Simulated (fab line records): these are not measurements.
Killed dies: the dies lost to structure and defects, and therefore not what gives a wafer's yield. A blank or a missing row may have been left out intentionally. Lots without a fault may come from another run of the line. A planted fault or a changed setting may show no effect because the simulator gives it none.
Chamber matching + flow nand harc + rie diel-05 running NHARC_A_STAIRCASE_ETCH_313: 4 sister chambers
The step etches the open film in CF4/CHF3. 16 wafers are shown with their chamber, then 8 later ones without.

## WAFERS, EACH WITH ITS CHAMBER
| wafer  | chamber | showerhead plenum p Torr (Torr) | rf vpp V (V) | throttle valve pct (%) |
|--------|---------|---------------------------------|--------------|------------------------|
| L079.1 | 0       | 1.59                            | 370.5        | 16.799                 |
| L079.3 | 1       | 1.67                            | 374.6        | 16.803                 |
| L079.5 | 2       | 1.60                            | 371.4        | 16.798                 |
| L081.2 | 0       | 1.59                            | 370.8        | 16.798                 |
| L081.3 | 3       | 1.68                            | 374.9        | 16.788                 |
| L081.5 | 1       | 1.67                            | 373.7        | 16.797                 |
| L084.4 | 2       | 1.60                            | 372.0        | 16.796                 |
| L084.5 | 3       | 1.68                            | 374.3        | 16.813                 |
| L084.6 | 0       | 1.59                            | 371.6        | 16.830                 |
| L085.2 | 0       | 1.59                            | 370.8        | 16.813                 |
| L085.3 | 2       | 1.60                            | 372.4        | 16.790                 |
| L085.5 | 1       | 1.66                            | 373.4        | 16.781                 |
| L086.1 | 0       | 1.59                            | 370.5        | 16.816                 |
| L086.2 | 2       | 1.60                            | 372.4        | 16.798                 |
| L086.6 | 0       | 1.59                            | 370.0        | 16.823                 |
| L087.1 | 2       | 1.60                            | 372.2        | 16.815                 |

SIGNATURES, as means of the wafers listed above
| reading                  | chamber 0 | chamber 1 | chamber 2 | chamber 3 | scatter within a chamber |
|--------------------------|-----------|-----------|-----------|-----------|--------------------------|
| showerhead plenum p Torr | 1.5900    | 1.6667    | 1.6000    | 1.6800    | 0.00236                  |
| rf vpp V                 | 370.700   | 373.900   | 372.080   | 374.600   | 0.504                    |
| throttle valve pct       | 16.81317  | 16.79367  | 16.79940  | 16.80050  | 0.012                    |
Rule: for a wafer and a chamber, the distance is found by dividing, reading by reading, the gap between the wafer's reading and the chamber's mean by the reading's scatter, squaring, summing and taking the root. The wafer belongs to the nearest chamber; if the next one is less than 2 further off, it can't be placed. The scatter: the root of (the sum of the squares of (reading less its chamber's mean) over the shown wafers, divided by (wafers less chambers)).

## WAFERS WHOSE CHAMBER IS MISSING
| wafer  | showerhead plenum p Torr (Torr) | rf vpp V (V) | throttle valve pct (%) |
|--------|---------------------------------|--------------|------------------------|
| L087.2 | 1.59                            | 371.9        | 16.791                 |
| L087.3 | 1.68                            | 374.3        | 16.807                 |
| L088.1 | 1.67                            | 372.8        | 16.802                 |
| L088.2 | 1.58                            | 370.0        | 16.805                 |
| L088.3 | 1.66                            | 374.1        | 16.805                 |
| L093.1 | 1.67                            | 374.5        | 16.809                 |
| L093.3 | 1.58                            | 370.9        | 16.799                 |
| L093.4 | 1.58                            | 371.4        | 16.801                 |

## EACH ONE'S CHAMBER
| wafer  | from the rows above     | in truth                   |
|--------|-------------------------|----------------------------|
| L087.2 | can't be placed: 0 or 2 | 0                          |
| L087.3 | 3                       | 3                          |
| L088.1 | 1                       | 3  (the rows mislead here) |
| L088.2 | 0                       | 0                          |
| L088.3 | 1                       | 1                          |
| L093.1 | 1                       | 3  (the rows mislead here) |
| L093.3 | 0                       | 0                          |
| L093.4 | 0                       | 0                          |
Placed correctly: 5 of 8. Unplaceable from these rows: 1, with the true chamber sitting among the candidates in 1. Number placed wrongly: 2.
